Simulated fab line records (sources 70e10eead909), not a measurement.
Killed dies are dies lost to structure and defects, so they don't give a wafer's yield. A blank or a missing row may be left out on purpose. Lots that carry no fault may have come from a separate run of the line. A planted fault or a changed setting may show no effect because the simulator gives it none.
Matching of chambers | flow nand_harc | pecvd-02 running NHARC_A_STAIRCASE_DEP_259: 3 sister chambers
The step deposits SiON, target thk 30 nm. 6 wafers are shown with their chamber, then 10 later ones without.

## WAFERS WITH THEIR CHAMBER
wafer  | chamber | heater_power_w (W)
L084.2 | 0       | 854
L091.1 | 0       | 868
L091.4 | 2       | 787
L091.6 | 1       | 859
L089.2 | 2       | 852
L089.3 | 1       | 937

## WAFERS WITHOUT THEIR CHAMBER
wafer  | heater_power_w (W)
L089.6 | 904
L092.2 | 886
L092.3 | 885
L092.5 | 912
L094.1 | 881
L094.3 | 815
L094.5 | 908
L095.2 | 844
L095.4 | 804
L095.5 | 818

## WHICH CHAMBER EACH WENT THROUGH
wafer  | from the rows above          | in truth
L089.6 | can't be placed: 1 or 0 or 2 | 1
L092.2 | can't be placed: 1 or 0 or 2 | 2
L092.3 | can't be placed: 1 or 0 or 2 | 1
L092.5 | can't be placed: 1 or 0 or 2 | 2
L094.1 | can't be placed: 1 or 0 or 2 | 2
L094.3 | can't be placed: 2 or 0 or 1 | 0
L094.5 | can't be placed: 1 or 0 or 2 | 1
L095.2 | can't be placed: 0 or 2 or 1 | 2
L095.4 | can't be placed: 2 or 0 or 1 | 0
L095.5 | can't be placed: 2 or 0 or 1 | 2
0 of 10 placed correctly. Not placeable from these rows: 10 (in 10, the candidates include the true chamber). Placed wrongly: 0.
How it was worked out, from the rows above alone: a wafer's distance from a chamber is the root of the sum, over the readings, of the square of ((its reading less the chamber's mean) divided by the reading's scatter). If the next closest chamber is less than 2 further off than the closest, the wafer can't be placed; otherwise it belongs to the closest. A chamber's mean is the mean of its shown wafers. The scatter: take each reading less its chamber's mean, square it, sum over the shown wafers, divide by the number of wafers less the number of chambers, and take the root.
